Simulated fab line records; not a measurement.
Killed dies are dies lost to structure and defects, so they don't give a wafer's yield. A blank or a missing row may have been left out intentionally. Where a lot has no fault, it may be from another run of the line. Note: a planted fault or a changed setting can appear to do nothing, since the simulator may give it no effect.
Comparing a struck lot with a sound one | flow nand harc | 25 steps out of a route of 1159
Sound: these wafers, L983.4, L983.5, L983.6. Wafers L996.1, L996.5, L996.6 were the ones struck. The cause comes at the end.
Each step with rows lists, per side, the tool, then ch with its chambers, then its first start. Under that, the readings that differ: sound wafers | struck wafers | difference of the means | sigmas: that difference in standard deviations of wafers without a fault.
alike: readings with means less than 2 such deviations apart, plus words and numbers identical on both sides. not compared: withheld readings, readings lacking a value on some wafer, bounds such as >300 that could conceal the same value, and numbers that have no deviation in the record and whose values overlap.
A row with sigmas, a row that says differs or no value, or rows on one side alone: a step with any of these is where the two part. Numbers that don't overlap but have no deviation are shown without sigmas and don't part them. Lack of a reading on every wafer of one side parts them only where that side has two or more wafers.

first, 5 steps without rows for these wafers: NHARC_P_GATE_STRIP_15 (strips in SPM, time 780 s); NHARC_P_GATE_PRECLEAN_71 (cleans in SC1); NHARC_P_GATE_SRD_72; NHARC_P_GATE_OXIDE_16 (material SiO2, target thk 3 nm, ox time 392 s); NHARC_P_GATE_CVD_17 (deposits poly-Si, target thk 150 nm, time 900 s).
NHARC_P_GATE_HM_DEP_102: deposits aC, target thk 120 nm.
  sound on acl dep-03 ch 0, day 5 22:53; struck on acl dep-03 ch 0, day 9 03:29
  alike: throttle valve pct
NHARC_P_GATE_DEP_103: deposits SiON, target thk 30 nm.
  sound on pecvd-04 ch 0,1,2, day 5 23:23; struck on pecvd-03 ch 1,2, day 9 04:09
  alike: heater power outer w, heater power w, rf fwd power W
  not compared: since wet clean h
then, 5 steps without rows for these wafers: NHARC_P_GATE_DEHYDRATE_18 (time 120 s); NHARC_P_GATE_HMDS_19 (time 30 s); NHARC_P_GATE_COAT_20 (resist thk 90 nm); NHARC_P_GATE_SOFTBAKE_21 (time 55 s); NHARC_P_GATE_EBR_22.
NHARC_P_GATE_EXPOSE_23: exposes mask P GATE, target cd 120 nm.
  sound on arfi scanner-01 ch 0, day 5 23:52; struck on arfi scanner-03 ch 0, day 9 04:34
  reading              | sound             | struck            | difference | sigmas
  exposure dose mJ cm2 | 94.05 94.09 93.93 | 90.23 90.10 90.07 | -3.89      | -42
  alike: mask
then, 2 steps without rows for these wafers: NHARC_P_GATE_PEB_24 (peb time 65 s); NHARC_P_GATE_DEVELOP_25 (develop time 35 s).
NHARC_P_GATE_CD_MEAS_26 targets a cd of 120 nm.
  sound on cd sem-01 ch 0, day 5 23:59; struck on cd sem-02 ch 0
  reading    | sound             | struck            | difference | sigmas
  cd nm (nm) | 119.5 120.0 119.7 | 121.7 121.6 122.4 | +2.2       | +5
  not compared: hold
NHARC_P_GATE_OVL_MEAS_27:
  sound on overlay-02, day 6 00:04; struck on overlay-01, day 9 10:07
  reading | sound | struck                                                                     | difference                   | sigmas
  hold    | - - - | await dispo/5.1h/release await dispo/5.1h/release await dispo/5.1h/release | no value on the sound wafers |
  alike: overlay x nm, overlay y nm
NHARC_P_GATE_INSPECT_28:
  sound on defect inspect-01, day 6 00:07; struck on defect inspect-02, day 9 10:09
  alike: raw defect count
NHARC_P_GATE_DESCUM_31: chemistry O2, time 3 s.
  sound on rie diel-05 ch 0,1,3, day 6 00:13; struck on rie diel-13 ch 0,3, day 9 10:14
  reading                 | sound             | struck            | difference | sigmas
  model.P_GATE.cd nm (nm) | 120.1 120.4 119.8 | 121.5 121.3 122.3 | +1.6       |
  alike: drypump motor current A, oes product au, rf vpp V, showerhead plenum p Torr, throttle valve pct
  not compared: rf hours counter h
NHARC_P_GATE_ETCH_104: etches the open film in CF4/CHF3, target depth 60 nm.
  sound on rie diel-05 ch 0,1, day 6 00:17; struck on rie diel-13 ch 0,3, day 9 10:29
  alike: cf4 flow sccm, drypump motor current A, oes product au, rf fwd power W, rf vpp V, showerhead plenum p Torr, throttle valve pct
NHARC_P_GATE_HM_OPEN_105: chemistry O2/COS, target depth 360 nm.
  sound: rie diel-05 ch 0,1,2; struck: rie diel-13 ch 1,2
  alike: drypump motor current A, oes product au, rf fwd power W, rf vpp V, showerhead plenum p Torr, throttle valve pct
  not compared: rf hours counter h
then, 1 step without rows for these wafers: NHARC_P_GATE_STRIP_106 (strips in O2/COS).
NHARC_P_GATE_ETCH_114: etches the open film in CF4/O2, target depth 30 nm, overetch 3 nm, time 16.5 s.
  sound: rie diel-05 ch 2,3; struck: rie diel-13 ch 2,3
  reading                 | sound             | struck            | difference | sigmas
  model.P_GATE.cd nm (nm) | 121.1 121.5 119.5 | 122.5 123.5 122.8 | +2.2       |
  alike: cf4 flow sccm, drypump motor current A, oes product au, rf fwd power W, rf vpp V, showerhead plenum p Torr, throttle valve pct
  not compared: rf hours counter h
NHARC_P_GATE_ETCH_32: etches the open film in HBr/Cl2, target depth 150 nm, time 100.1 s.
  sound on rie si-04 ch 0,2,3, day 6 00:50; struck on rie si-05 ch 0,1, day 9 10:52
  alike: drypump motor current A, oes product au, rf fwd power W, throttle valve pct
  not compared: rf hours counter h
-- jump in the record: it breaks off in module P_GATE and resumes in module END (first step shown: number 1159 of the route), and 16 days separate the struck wafers' starts before and after --
NHARC_END_SORT_01:
  sound on prober-02 ch 0, day 21 04:38; struck on prober-01 ch 0, day 25 07:17
  alike: killed at array, killed at other, killed at periphery, killed dies, killed open, killed short

## WHERE THEY PART
At NHARC_P_GATE_EXPOSE_23 first; at NHARC_P_GATE_OVL_MEAS_27 last (within this record only). Later steps at which nothing parts them and some readings are alike: NHARC_P_GATE_INSPECT_28, NHARC_P_GATE_DESCUM_31, NHARC_P_GATE_ETCH_104, NHARC_P_GATE_HM_OPEN_105, NHARC_P_GATE_ETCH_114, NHARC_P_GATE_ETCH_32, NHARC_END_SORT_01.

WHY: whatever the simulator had introduced
Drift in process parameters on arfi scanner-03 at NHARC_P_GATE_EXPOSE_23, starting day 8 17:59. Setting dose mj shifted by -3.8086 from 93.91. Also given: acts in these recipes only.
